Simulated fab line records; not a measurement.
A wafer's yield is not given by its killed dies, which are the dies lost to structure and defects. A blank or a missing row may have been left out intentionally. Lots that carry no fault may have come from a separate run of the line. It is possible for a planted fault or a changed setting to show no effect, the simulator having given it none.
fab line records | flow n5Finfet
record: lots: 6 wafers: 18 lastDay: 17
route steps=1938 shown BEOL_M7@1272 PASSIVATION@1936
lots with no fault: from the same line, run without faults
startH: start of the lot's first displayed wafer, in hours after the record's first day | waitH: hours elapsed since this lot's preceding step | " identical to the entry in the row above | L1.1+2: a row that stands for several wafers | - no value, or no start was given | * or withheld: withheld | < > ~ a bound
route shown NAME@n: NAME is a module with steps in the file, n the number in the route of the first one | usual: mean and standard deviation over wafers with no fault | same: alike in all rows | chamber/n: place in a boat | sites: per-site readings | _std_site: standard deviation across them | _edge_site: the outer-site mean with the inner-site mean subtracted | radiusMm: for every site, how far away it sits from the centre of the wafer | mask NAME#n: copy n | behind: tool/chamber where the wafer was last shaped | hold: why the lot was held/for how many hours/how that ended | device: the transistor (n, p or np) that didn't switch | end of line: the same wafers' tests at the end of the route | a step given without rows: its recipe and nothing more | killed: at the first sort, the dies lost to defects and structure; wafer yield is something else | map: a wafer's dies, x killed, . not, _ none there
set.NAME: the setting that was run; set.NAME@STEP: the one run at that earlier step | model.NAME: the simulator's own value behind a step, which no gauge read
lots at selected steps of the route; one table per step, one row per wafer
services: a tool's chamber out of use, with start hour (startH, from the record's first day; less than 0 if before it), hours out, and reason
== steps ==
step: N5_BEOL_M7_SOFTBAKE_06
recipe: tempC: 110 timeS: 60 resist: CAR-ArF
step: N5_BEOL_M7_EXPOSE_08
recipe: maskId: M7 na: 1.35 sourceShape: dipole sigmaInner: 0.817 sigmaOuter: 0.97 polarization: te doseMj: 68.25
step: N5_BEOL_M7_PEB_09
recipe: pebTempC: withheld pebTimeS: 60 resist: CAR-ArF
step: N5_BEOL_M7_DEVELOP_10
recipe: developTimeS: 30 developer: TMAH resist: CAR-ArF rinseLiquid: diw dry: airSpin devTempC: 23
step: N5_BEOL_M7_CD_MEAS_11
recipe: targetCdNm: 38.5 landingEnergyEv: 500 detector: seInlens polarity: opening
usual: cdNm: 38.3/0.71
columns lot.wafer tool chamber startH waitH cdNm
L709.1 cdSem-03 0 240.91 - 38.7
L709.4 " 0 " " 39.6
L709.5 " 0 " " 39.6
L712.1 cdSem-02 0 249.93 - 37.3
L712.2 " 0 " " 38.6
L712.4 " 0 " " 37.5
L715.2 cdSem-03 0 264.06 - 37.4
L715.3 " 0 " " 37.8
L715.5 " 0 " " 38.2
L720.2 cdSem-02 0 297.61 - 39.1
L720.3 " 0 " " 39.5
L720.4 " 0 " " 39.7
L724.2 cdSem-02 0 308.48 - 38.5
L724.5 " 0 " " 38.0
L724.6 " 0 " " 38.6
L725.1 cdSem-03 0 331.40 - 38.2
L725.2 " 0 " " 37.8
L725.5 " 0 " " 39.1
step: N5_BEOL_M7_OVL_MEAS_12
recipe: pointsPerWafer: 44
usual: M7_OVL: -0.4/0.87
columns lot.wafer tool chamber startH waitH M7_OVL[nm]
L709.1 overlay-02 0 240.94 0.0 -1.8
L709.4 " 0 " " -0.1
L709.5 " 0 " " -0.9
L712.1 overlay-02 0 249.96 0.0 -1.1
L712.2 " 0 " " -0.7
L712.4 " 0 " " 0.1
L715.2 overlay-02 0 264.09 0.0 -1.8
L715.3 " 0 " " 0.5
L715.5 " 0 " " 0.2
L720.2 overlay-02 0 297.64 0.0 -1.2
L720.3 " 0 " " -2.0
L720.4 " 0 " " -0.4
L724.2 overlay-02 0 308.51 0.0 1.4
L724.5 " 0 " " 0.7
L724.6 " 0 " " 0.8
L725.1 overlay-01 0 331.43 0.0 0.2
L725.2 " 0 " " -0.4
L725.5 " 0 " " -0.8
step: N5_BEOL_M7_INSPECT_13
recipe: mode: adi inspectInstrument: brightfield
usual: rawDefectCount: 393/79
columns lot.wafer tool chamber startH waitH rawDefectCount
L709.1 defectInspect-01 - 240.96 0.0 414
L709.4 " - " " 335
L709.5 " - " " 425
L712.1 defectInspect-01 - 249.98 0.0 451
L712.2 " - " " 344
L712.4 " - " " 384
L715.2 defectInspect-01 - 264.11 0.0 284
L715.3 " - " " 358
L715.5 " - " " 322
L720.2 defectInspect-02 - 297.66 0.0 368
L720.3 " - " " 396
L720.4 " - " " 486
L724.2 defectInspect-01 - 308.54 0.0 356
L724.5 " - " " 500
L724.6 " - " " 405
L725.1 defectInspect-02 - 331.45 0.0 478
L725.2 " - " " 434
L725.5 " - " " 472
step: N5_BEOL_M7_DESCUM_16
recipe: chemistry: O2 timeS: 7.9 sourcePowerW: 50 biasPowerW: 20 pressureMtorr: 20 rfFrequencyHz: 2.712e+07 tempC: 40 resist: CAR-ArF o2FlowSccm: 225
usual: drypumpMotorCurrentA: 5.6/0.43 oesProductAu: 0.79/0.088 rfVppV: 243.2/1.4 showerheadPlenumPTorr: 2.10/0.072 throttleValvePct: 20.54/0.2
columns lot.wafer tool chamber startH waitH drypumpMotorCurrentA oesProductAu rfHoursCounterH rfVppV showerheadPlenumPTorr throttleValvePct
L709.1 rieDiel-06 3 241.43 0.5 6.2 0.86 54 243.8 2.12 20.27
L709.4 " 0 " " 5.2 0.79 91 241.2 2.01 20.20
L709.5 " 2 " " 6.0 0.67 - 243.1 2.05 20.51
L712.1 rieDiel-06 0 251.64 1.7 5.2 0.79 97 242.0 2.01 20.22
L712.2 " 1 " " 5.7 0.74 198 242.7 2.07 20.65
L712.4 " 2 " " 6.0 0.67 243 243.5 2.05 20.51
L715.2 rieDiel-04 1 264.15 0.0 5.2 0.68 231 243.6 2.06 20.39
L715.3 " 0 " " 5.9 0.70 213 244.3 2.08 20.83
L715.5 " 0 " " 5.9 0.70 - 241.9 2.09 20.81
L720.2 rieDiel-04 1 297.74 0.1 5.3 0.69 242 241.8 2.06 20.43
L720.3 " 2 " " 5.7 0.94 11 245.8 2.25 20.74
L720.4 " 2 " " 5.7 0.95 - 245.6 2.25 20.72
L724.2 rieDiel-06 1 308.57 0.0 5.7 0.73 218 242.1 2.06 20.67
L724.5 " 3 " " 6.2 0.82 - 243.6 2.11 20.30
L724.6 " 0 " " 5.2 0.78 - 244.5 2.00 20.23
L725.1 rieDiel-04 1 331.50 0.0 5.3 0.68 253 241.2 2.05 20.43
L725.2 " 2 " " 5.7 0.93 23 244.2 2.25 20.73
L725.5 " 3 " " 5.2 0.80 - 244.1 2.05 20.61
step: N5_BEOL_M7_ETCH_61
recipe: chemistry: CF4 target: SiARC targetDepthA: 455 maskMaterial: CAR-ArF timeS: 75.8 ionEnergyEv: 80 pressureMtorr: 40 sourceW: 545 biasW: 36 Ar_flow_sccm: 100 cf4FlowSccm: 100 ends: cleared
usual: drypumpMotorCurrentA: 5.6/0.43 etchRfOnTimeS: 76.5/2.7 oesProductAu: 0.67/0.078 rfVppV: 184.1/1.2 showerheadPlenumPTorr: 2.15/0.064 throttleValvePct: 15.70/0.18
columns lot.wafer tool chamber startH waitH drypumpMotorCurrentA etchRfOnTimeS oesProductAu rfHoursCounterH rfVppV showerheadPlenumPTorr throttleValvePct
L709.1 rieDiel-06 3 241.46 0.0 6.3 77.1 0.73 54 186.1 2.18 15.47
L709.4 " 0 " " 5.2 81.2 0.66 91 184.8 2.08 15.53
L709.5 " 2 " " 6.0 77.7 0.58 - 184.4 2.10 15.86
L712.1 rieDiel-06 0 251.68 0.0 5.2 81.2 0.66 97 182.5 2.08 15.53
L712.2 " 1 " " 5.7 77.0 0.61 198 185.8 2.12 15.85
L712.4 " 2 " " 6.1 78.2 0.58 243 182.8 2.10 15.89
L715.2 rieDiel-04 1 264.18 0.0 5.2 76.2 0.59 231 183.7 2.11 15.65
L715.3 " 0 " " 5.9 75.4 0.60 213 184.3 2.11 15.91
L715.5 " 0 " " 5.9 75.4 0.61 - 183.5 2.11 15.92
L720.2 rieDiel-04 1 297.78 0.0 5.2 75.5 0.59 242 183.1 2.11 15.69
L720.3 " 2 " " 5.7 73.3 0.82 11 185.5 2.28 15.62
L720.4 " 2 " " 5.7 73.1 0.83 - 185.6 2.28 15.61
L724.2 rieDiel-06 1 308.60 0.0 5.7 74.5 0.61 218 184.5 2.11 15.88
L724.5 " 3 " " 6.2 76.0 0.69 - 184.7 2.17 15.52
L724.6 " 0 " " 5.2 79.7 0.65 - 183.9 2.07 15.58
L725.1 rieDiel-04 1 331.53 0.0 5.2 75.2 0.58 253 186.2 2.10 15.72
L725.2 " 2 " " 5.7 71.6 0.81 23 184.7 2.28 15.65
L725.5 " 3 " " 5.2 77.8 0.70 - 182.4 2.08 15.58
step: N5_BEOL_M7_ETCH_62
recipe: chemistry: N2/H2 target: SOC targetDepthA: 1100 overetchA: 220 maskMaterial: SiARC tempC: 40 timeS: 165 ionEnergyEv: 200 pressureMtorr: 30 sourceW: 840 biasW: 150 n2FlowSccm: 200 h2FlowSccm: 200
usual: drypumpMotorCurrentA: 5.6/0.43 oesProductAu: 0.67/0.072 rfVppV: 524.0/2.4 showerheadPlenumPTorr: 2.55/0.084 throttleValvePct: 17.99/0.26
columns lot.wafer tool chamber startH waitH drypumpMotorCurrentA oesProductAu rfHoursCounterH rfVppV showerheadPlenumPTorr throttleValvePct
L709.1 rieDiel-06 3 241.52 0.0 6.1 0.72 54 523.8 2.59 17.80
L709.4 " 0 " " 5.2 0.69 91 522.7 2.44 17.54
L709.5 " 2 " " 6.0 0.59 - 521.8 2.50 17.92
L712.1 rieDiel-06 0 251.73 0.0 5.2 0.68 97 522.2 2.44 17.57
L712.2 " 1 " " 5.7 0.61 198 523.1 2.52 18.07
L712.4 " 2 " " 6.0 0.58 243 522.5 2.50 17.92
L715.2 rieDiel-04 1 264.24 0.0 5.2 0.59 231 523.5 2.50 17.82
L715.3 " 0 " " 5.9 0.60 213 522.3 2.54 18.28
L715.5 " 0 " " 5.9 0.60 - 522.3 2.54 18.27
L720.2 rieDiel-04 1 297.83 0.0 5.2 0.59 242 521.7 2.49 17.84
L720.3 " 2 " " 5.7 0.81 11 529.3 2.73 18.14
L720.4 " 2 " " 5.7 0.80 - 528.8 2.73 18.14
L724.2 rieDiel-06 1 308.66 0.0 5.7 0.61 218 524.2 2.52 18.11
L724.5 " 3 " " 6.2 0.69 - 523.7 2.58 17.83
L724.6 " 0 " " 5.2 0.67 - 520.7 2.43 17.58
L725.1 rieDiel-04 1 331.59 0.0 5.2 0.58 253 522.8 2.49 17.85
L725.2 " 2 " " 5.7 0.77 23 527.3 2.73 18.17
L725.5 " 3 " " 5.2 0.69 - 520.8 2.46 17.87
step: N5_BEOL_M7_STRIP_68
recipe: chemistry: N2/H2 tempC: 40 n2FlowSccm: 200 h2FlowSccm: 200 rfFrequencyHz: 6e+07
step: N5_BEOL_M7_STRIP_67
recipe: chemistry: CF4 resist: SiARC powerW: 300 biasPowerW: 75 pressureMtorr: 50 cf4FlowSccm: 150 rfFrequencyHz: 6e+07
usual: drypumpMotorCurrentA: 5.6/0.43 oesProductAu: 0.79/0.085 rfVppV: 271.3/1.6 showerheadPlenumPTorr: 1.80/0.049 throttleValvePct: 13.67/0.21
columns lot.wafer tool chamber startH waitH drypumpMotorCurrentA oesProductAu rfHoursCounterH rfVppV showerheadPlenumPTorr throttleValvePct
L709.1 rieDiel-06 3 241.66 0.0 6.2 0.84 54 271.2 1.82 13.37
L709.4 " 0 " " 5.2 0.82 91 273.1 1.75 13.53
L709.5 " 2 " " 6.1 0.69 - 270.8 1.77 13.94
L712.1 rieDiel-06 0 251.88 0.0 5.2 0.81 97 269.9 1.75 13.52
L712.2 " 1 " " 5.7 0.72 198 270.6 1.79 13.93
L712.4 " 2 " " 6.1 0.68 243 270.3 1.77 13.91
L715.2 rieDiel-04 1 264.38 0.0 5.2 0.69 231 269.7 1.76 13.67
L715.3 " 0 " " 5.9 0.70 213 270.9 1.77 13.93
L715.5 " 0 " " 5.9 0.70 - 270.7 1.77 13.93
L720.2 rieDiel-04 1 297.98 0.0 5.3 0.69 242 269.8 1.76 13.69
L720.3 " 2 " " 5.7 0.95 11 272.1 1.91 13.50
L720.4 " 2 " " 5.7 0.95 - 273.8 1.91 13.50
L724.2 rieDiel-06 1 308.81 0.0 5.7 0.70 218 271.1 1.78 13.94
L724.5 " 3 " " 6.2 0.82 - 272.8 1.81 13.43
L724.6 " 0 " " 5.2 0.78 - 269.2 1.75 13.58
L725.1 rieDiel-04 1 331.73 0.0 5.2 0.68 253 270.6 1.76 13.72
L725.2 " 2 " " 5.7 0.92 23 274.1 1.90 13.53
L725.5 " 3 " " 5.2 0.82 - 270.3 1.74 13.55
step: N5_BEOL_M7_HM_OPEN_17
recipe: chemistry: Cl2/BCl3 targetDepthA: 200 overetchA: 60 target: TiN maskMaterial: SOC ionEnergyEv: 150 pressureMtorr: 10 icpW: 1000 biasW: 126 Cl2_flow_sccm: 53.25 bcl3FlowSccm: 21.75 Ar_flow_sccm: 25
usual: drypumpMotorCurrentA: 5.7/0.58 mfcCl2Sccm: 53.23/0.17 oes_ar_750_au: 0.83/0.1 oesProductAu: 0.71/0.087 throttleValvePct: 22.02/0.2
columns lot.wafer tool chamber startH waitH drypumpMotorCurrentA mfcCl2Sccm oes_ar_750_au oesProductAu rfHoursCounterH throttleValvePct model.SOC_of_BEOL_M7_COAT_59.thkNm
L709.1 rieMetal-03 0 241.70 0.0 5.8 53.26 0.94 0.82 1 22.41 92
L709.4 " 1 " " 5.4 53.36 0.91 0.79 - 21.91 92
L709.5 " 0 " " 5.8 53.16 0.95 0.83 - 22.42 92.2
L712.1 rieMetal-01 1 251.92 0.0 4.8 53.63 0.92 0.78 13 21.93 91.4
L712.2 " 0 " " 6.0 53.45 0.69 0.61 70 21.85 92
L712.4 " 1 " " 4.7 53.48 0.92 0.78 - 21.93 91.6
L715.2 rieMetal-01 0 264.42 0.0 6.0 53.22 0.68 0.61 72 21.83 92.2
L715.3 " 1 " " 4.7 53.33 0.90 0.76 - 21.93 91.6
L715.5 " 0 " " 6.0 53.32 0.68 0.60 - 21.84 87.8
L720.2 rieMetal-01 1 298.02 0.0 4.8 53.02 0.89 0.75 18 21.95 92.4
L720.3 " 0 " " 6.1 53.11 0.68 0.60 - 21.85 92.6
L720.4 " 1 " " 4.7 53.23 0.89 0.75 - 21.95 87.6
L724.2 rieMetal-03 0 308.85 0.0 5.7 53.22 0.89 0.76 9 22.44 92.2
L724.5 " 1 " " 5.4 53.44 0.88 0.75 - 21.94 92.2
L724.6 " 0 " " 5.8 53.45 0.88 0.75 - 22.44 92
L725.1 rieMetal-02 0 331.77 0.0 6.0 53.33 0.87 0.73 12 22.15 91.8
L725.2 " 1 " " 6.6 53.04 0.66 0.56 91 21.94 92
L725.5 " 0 " " 6.0 53.32 0.87 0.73 - 22.15 92
step: N5_BEOL_M7_STRIP_19
recipe: chemistry: O2 powerW: 400 tempC: 40 pressureMtorr: 30 rfFrequencyHz: 6e+07 biasPowerW: 0 overashFraction: 0.2 o2FlowSccm: 225
usual: drypumpMotorCurrentA: 5.6/0.42 oesProductAu: 0.78/0.084 rfVppV: 3.6/0.59 showerheadPlenumPTorr: 2.09/0.069 throttleValvePct: 16.80/0.21
columns lot.wafer tool chamber startH waitH drypumpMotorCurrentA oesProductAu rfHoursCounterH rfVppV showerheadPlenumPTorr throttleValvePct
L709.1 rieDiel-04 3 242.01 0.3 5.1 0.84 56 3.8 2.06 16.72
L709.4 " 2 " " 5.7 0.69 244 3.8 2.00 17.20
L709.5 " 0 " " 5.9 0.71 - 3.9 2.09 17.05
L712.1 rieDiel-04 1 252.20 0.3 5.2 0.70 224 4.7 2.07 16.70
L712.2 " 3 " " 5.2 0.83 62 3.3 2.06 16.74
L712.4 " 2 " " 5.7 0.68 249 4.6 1.99 17.20
L715.2 rieDiel-03 2 264.54 0.1 5.3 0.88 24 3.9 2.06 16.29
L715.3 " 3 " " 6.3 0.86 71 4.0 2.14 16.88
L715.5 " 3 " " 6.4 0.86 - 3.7 2.14 16.87
L720.2 rieDiel-03 3 298.20 0.1 6.4 0.86 79 3.0 2.13 16.88
L720.3 " 1 " " 5.4 0.85 51 4.3 2.23 16.78
L720.4 " 1 " " 5.3 0.85 - 4.6 2.23 16.77
L724.2 rieDiel-04 3 308.96 0.1 5.1 0.82 81 3.6 2.05 16.75
L724.5 " 1 " " 5.3 0.69 - 3.3 2.06 16.74
L724.6 " 0 " " 5.9 0.69 - 3.2 2.08 17.11
L725.1 rieDiel-06 0 331.96 0.2 5.2 0.76 124 4.8 2.01 16.53
L725.2 " 3 " " 6.2 0.81 88 3.5 2.11 16.53
L725.5 " 1 " " 5.7 0.71 - 3.0 2.06 16.98
step: N5_PASSIVATION_PROBE_49
usual: defectLimitedYield: 91.7/1.4 killed_at_M0_to_M3: 31/11 killed_at_M4_up: 13/4.6 killedAtContacts: 13/6.7 killedAtFrontEnd: 39/9.6 killedAtOther: 3.5/2.8 killedDies: 98/16 killedOnRim: 13/4.2 killedOpen: 64/11 killedShort: 33/8.5 sort_bin_4_leakage: 0.00/0.032 sort_bin_5_function: 4.9/0.96 sort_bin_6_memory: 3.1/0.59 sort_bin_8_speed: 0.2/1.3 sortNPass: 1080/23 sortYieldPct: 91.5/1.9
same: grossDies: 1180 killedAtBackSide: 0
columns lot.wafer tool chamber startH waitH defectLimitedYield[%] killed_at_M0_to_M3 killed_at_M4_up killedAtContacts killedAtFrontEnd killedAtOther killedDies killedOnRim killedOpen killedShort sort_bin_4_leakage[%] sort_bin_5_function[%] sort_bin_6_memory[%] sort_bin_8_speed[%] sortNPass sortYieldPct[%]
L709.1 prober-01 - 319.15 0.0 90.8 36 11 10 44 8 109 15 73 36 0 5.3 3.5 0 1071 90.8
L709.4 prober-01 - 319.30 0.2 91.4 30 7 15 44 5 101 12 65 36 0 5.3 3.2 0 1079 91.4
L709.5 prober-01 - 319.35 0.2 93.1 22 8 11 33 8 82 13 59 23 0 3.6 3.1 0 1098 93.1
L712.1 prober-02 - 337.76 0.0 92.6 21 10 10 45 1 87 11 58 29 0 4.8 2.4 0 1093 92.6
L712.2 prober-02 - 337.81 0.1 91.8 40 10 10 36 1 97 11 58 37 0 4.5 3.5 0 1083 91.8
L715.2 prober-01 - 343.66 0.1 90.8 38 13 13 40 4 108 16 61 47 0 6.0 2.8 0 1072 90.8
L715.3 prober-01 - 343.71 0.1 91.1 38 25 9 32 1 105 14 65 40 0 5.8 2.9 0 1075 91.1
L724.2 prober-02 - 393.09 0.1 91.3 41 8 14 34 6 103 12 64 38 0 5.3 3.1 0 1077 91.3
L724.5 prober-02 - 393.24 0.2 92.0 26 12 16 36 4 94 11 58 35 0 5.1 2.6 0 1086 92.0
L724.6 prober-02 - 393.29 0.3 92.0 20 13 21 35 5 94 11 60 32 0 4.2 3.2 0 1086 92.0
L725.1 prober-01 - 414.37 0.2 90.1 28 10 24 50 5 117 12 86 31 0 6.4 3.1 0 1063 90.1
L725.2 prober-01 - 414.42 0.2 91.0 29 19 7 48 3 106 12 78 28 0 5.5 3.3 15.0 897 76.0
L725.5 prober-01 - 414.57 0.4 92.7 21 16 11 34 4 86 8 66 19 0 4.7 2.4 0 1094 92.7
killed by level:class
L709.1 BEOL_M1:geometricParticle:open=12 GATE_CUT:geometricParticle:short=9 BEOL_M0:geometricParticle:open=9 FIN_SAQP:geometricParticle:short=7 STI_FIN_REVEAL:geometricParticle:open=7 MOL_CONTACT_COAG:geometricParticle:open=7 GATE_CUT:geometricParticle:open=5 BEOL_M1:geometricParticle:short=5
L709.4 MOL_CONTACT_COAG:geometricParticle:open=13 GATE_CUT:geometricParticle:short=8 STI_FIN_REVEAL:geometricParticle:open=7 DUMMY_GATE:geometricParticle:open=6 BEOL_M3:geometricParticle:open=6 GATE_CUT:geometricParticle:open=5 BEOL_M0:geometricParticle:open=5 BEOL_M1:geometricParticle:short=5
L709.5 MOL_CONTACT_COAG:geometricParticle:open=9 BEOL_M0:geometricParticle:open=5 STI_FIN_REVEAL:geometricParticle:open=5 DUMMY_GATE:geometricParticle:open=5 BEOL_M3:geometricParticle:short=5 BEOL_M4:geometricParticle:open=5 FIN_SAQP:geometricParticle:open=4 GATE_CUT:geometricParticle:open=4
L712.1 FIN_SAQP:geometricParticle:open=8 STI_FIN_REVEAL:geometricParticle:open=8 MOL_CONTACT_COAG:geometricParticle:open=8 FIN_SAQP:geometricParticle:short=7 DUMMY_GATE:geometricParticle:open=7 BEOL_M0_SAQP:geometricParticle:short=6 BEOL_M0:geometricParticle:open=5 GATE_CUT:geometricParticle:open=4
L712.2 FIN_SAQP:geometricParticle:open=9 BEOL_M3:geometricParticle:open=7 MOL_CONTACT_COAG:geometricParticle:open=6 BEOL_M0_SAQP:geometricParticle:short=6 BEOL_M0_SAQP:geometricParticle:open=5 GATE_CUT:geometricParticle:open=5 BEOL_M0:geometricParticle:open=5 BEOL_M0:geometricParticle:short=5
L715.2 BEOL_M0_SAQP:geometricParticle:short=14 STI_FIN_REVEAL:geometricParticle:open=10 FIN_SAQP:geometricParticle:open=8 MOL_CONTACT_COAG:geometricParticle:open=8 STARTING-WAFER:geometricParticle:short=6 MOL_CONTACT_COAG:geometricParticle:short=5 BEOL_M0_SAQP:geometricParticle:open=5 BEOL_M2:geometricParticle:short=5
L715.3 BEOL_M0_SAQP:geometricParticle:open=11 BEOL_M4:geometricParticle:open=11 BEOL_M0_SAQP:geometricParticle:short=10 FIN_SAQP:geometricParticle:short=8 FIN_SAQP:geometricParticle:open=8 BEOL_M8:geometricParticle:open=8 STI_FIN_REVEAL:geometricParticle:open=6 MOL_CONTACT_COAG:geometricParticle:open=6
L724.2 BEOL_M0_SAQP:geometricParticle:short=14 MOL_CONTACT_COAG:geometricParticle:open=10 BEOL_M0_SAQP:geometricParticle:open=7 DUMMY_GATE:geometricParticle:open=6 BEOL_M1:geometricParticle:open=6 BEOL_M3:geometricParticle:open=5 STI_FIN_REVEAL:geometricParticle:open=4 GATE_CUT:geometricParticle:short=4
L724.5 MOL_CONTACT_COAG:geometricParticle:open=14 STI_FIN_REVEAL:geometricParticle:open=8 FIN_SAQP:geometricParticle:short=7 BEOL_M0_SAQP:geometricParticle:short=7 BEOL_M0:geometricParticle:open=6 BEOL_M0_SAQP:geometricParticle:open=5 ILD0:geometricParticle:short=3 ILD0:geometricParticle:open=3
L724.6 MOL_CONTACT_COAG:geometricParticle:open=13 STI_FIN_REVEAL:geometricParticle:open=10 MOL_CONTACT_COAG:geometricParticle:short=8 GATE_CUT:geometricParticle:short=7 BEOL_M0_SAQP:geometricParticle:open=5 FIN_SAQP:geometricParticle:open=4 BEOL_M3:geometricParticle:open=4 BEOL_M4:geometricParticle:open=4
L725.1 STI_FIN_REVEAL:geometricParticle:open=18 MOL_CONTACT_COAG:geometricParticle:open=16 FIN_SAQP:geometricParticle:open=10 MOL_CONTACT_COAG:geometricParticle:short=8 BEOL_M3:geometricParticle:open=7 BEOL_M4:geometricParticle:open=7 BEOL_M2:geometricParticle:open=6 FIN_SAQP:geometricParticle:short=5
L725.2 STI_FIN_REVEAL:geometricParticle:open=20 BEOL_M4:geometricParticle:open=12 FIN_SAQP:geometricParticle:open=10 BEOL_M0:geometricParticle:short=7 MOL_CONTACT_COAG:geometricParticle:open=7 FIN_SAQP:geometricParticle:short=5 BEOL_M0_SAQP:geometricParticle:open=5 BEOL_M2:geometricParticle:open=5
L725.5 STI_FIN_REVEAL:geometricParticle:open=9 MOL_CONTACT_COAG:geometricParticle:open=9 BEOL_M4:geometricParticle:open=9 BEOL_M2:geometricParticle:open=8 FIN_SAQP:geometricParticle:open=5 BEOL_M3:geometricParticle:open=5 STI_FIN_REVEAL:geometricParticle:short=5 GATE_CUT:geometricParticle:open=4
== services ==
columns tool chamber startH hours kind
rieMetal-01 - 219.49 2.8 pm
rieDiel-03 - 239.00 15.6 pm
rieDiel-04 2 254.55 - clean
rieDiel-04 2 254.55 - consumableReplace:focusRing
rieDiel-04 2 254.55 - consumableReplace:showerhead
rieDiel-04 2 254.55 11.3 scheduledDown
rieDiel-04 2 254.55 11.3 ventCycle
rieDiel-06 0 267.66 4.5 repair
rieMetal-03 - 271.03 0.4 repair
rieDiel-06 2 272.21 - clean
rieDiel-06 2 272.21 - consumableReplace:focusRing
rieDiel-06 2 272.21 23.9 scheduledDown
rieDiel-06 2 272.21 23.9 ventCycle
rieDiel-04 3 278.44 4.5 repair
rieDiel-03 2 296.51 115.9 repair
rieDiel-04 3 296.85 3.5 repair
== key ==
firstSign none at tools or gauges
modelEffect: step: N5_BEOL_M7_HM_OPEN_17 value: SOC_of_BEOL_M7_COAT_59.thkNm without: 92.1 struck: 87.7
metAt N5_BEOL_M7_HM_OPEN_17
struckWafers L715.5,L720.4
onsetBetween 251.92 264.42
fault: kind: processParameterDrift tool: rieMetal-01 chamber: - onsetH: 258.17 steps: N5_BEOL_M7_HM_OPEN_17 channel: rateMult offset: 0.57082 shape: step endH: 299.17 scope: struckWafersOnly
